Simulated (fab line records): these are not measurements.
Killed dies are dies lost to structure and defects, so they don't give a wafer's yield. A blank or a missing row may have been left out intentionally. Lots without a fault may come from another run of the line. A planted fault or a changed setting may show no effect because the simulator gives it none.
Matching of chambers | flow n5_finfet | 4 sister chambers for N5_BEOL_M0_CUTY_ETCH_63 on rie_diel-04
The step etches SOC in N2/H2, target depth 82.7 nm, overetch 16.5 nm, time 124 s. 8 wafers are shown with their chamber, then 7 later ones without.

== WAFERS WITH THEIR CHAMBER ==
wafer  | chamber | showerhead_plenum_p_Torr (Torr) | drypump_motor_current_A (A)
L075.4 | 3       | 2.62                            | 5.6
L082.1 | 0       | 2.48                            | 5.8
L082.3 | 3       | 2.61                            | 5.6
L087.5 | 0       | 2.47                            | 5.9
L088.1 | 2       | 2.59                            | 5.0
L088.5 | 1       | 2.73                            | 5.2
L089.2 | 1       | 2.73                            | 5.2
L089.5 | 2       | 2.59                            | 5.0

== WAFERS WHOSE CHAMBER IS MISSING ==
wafer  | showerhead_plenum_p_Torr (Torr) | drypump_motor_current_A (A)
L089.6 | 2.61                            | 5.6
L091.1 | 2.73                            | 5.2
L091.3 | 2.59                            | 5.0
L091.6 | 2.47                            | 5.9
L092.1 | 2.59                            | 5.0
L092.2 | 2.73                            | 5.2
L092.5 | 2.60                            | 5.6

== THE CHAMBER EACH PASSED THROUGH ==
wafer  | from the rows above | in truth
L089.6 | 3                   | 3
L091.1 | 1                   | 1
L091.3 | 2                   | 2
L091.6 | 0                   | 0
L092.1 | 2                   | 2
L092.2 | 1                   | 1
L092.5 | 3                   | 3
Correctly placed: 7 of 7. Number that these rows cannot place: 0. Placed wrongly: 0.
How it was worked out, from the rows above alone: a wafer's distance from a chamber is the root of the sum, over the readings, of the square of ((its reading less the chamber's mean) divided by the reading's scatter). The wafer belongs to the nearest chamber; if the next one is less than 2 further off, it can't be placed. A chamber's mean is the mean of its shown wafers. How the scatter is found: for the shown wafers, subtract from each reading the mean of its chamber, square and add these, divide the total by (wafers less chambers), then take the root.
